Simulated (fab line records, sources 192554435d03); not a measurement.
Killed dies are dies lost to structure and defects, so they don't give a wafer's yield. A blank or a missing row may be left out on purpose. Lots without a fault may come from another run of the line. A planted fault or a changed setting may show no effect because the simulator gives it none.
Chamber matching | flow n5_finfet | N5_MOL_CONTACT_COAG_DESCUM_88 on rie_diel-01: 4 sister chambers
The step chemistry O2, time 7 s. 4 wafers are shown with their chamber, then 9 later ones without.

WAFERS WITH THEIR CHAMBER
wafer  | chamber | drypump_motor_current_A (A)
L086.6 | 1       | 5.3
L089.2 | 3       | 5.4
L089.3 | 2       | 5.0
L089.4 | 0       | 6.4

WAFERS WITHOUT THEIR CHAMBER
wafer  | drypump_motor_current_A (A)
L092.3 | 4.9
L092.4 | 5.3
L092.6 | 6.4
L094.1 | 5.2
L094.2 | 6.4
L094.5 | 5.2
L096.2 | 6.3
L096.3 | 4.9
L096.4 | 5.3

WHICH CHAMBER EACH WENT THROUGH
wafer  | from the rows above          | in truth
L092.3 | 2                            | 2
L092.4 | can't be placed: 1 or 3      | 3
L092.6 | 0                            | 0
L094.1 | can't be placed: 1 or 2 or 3 | 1
L094.2 | 0                            | 0
L094.5 | can't be placed: 1 or 2 or 3 | 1
L096.2 | 0                            | 0
L096.3 | 2                            | 2
L096.4 | can't be placed: 1 or 3      | 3
Placed correctly: 5 of 9. Can't be placed from these rows: 4 (the true chamber is among the candidates in 4). Placed wrongly: 0.
How it was worked out, from the rows above alone: a wafer's distance from a chamber is the root of the sum, over the readings, of the square of ((its reading less the chamber's mean) divided by the reading's scatter). The wafer belongs to the nearest chamber; if the next one is less than 2 further off, it can't be placed. A chamber's mean is the mean of its shown wafers. The scatter: with one shown wafer a chamber, the root of the mean of the squares of how far each hidden wafer lies from its nearest shown one.
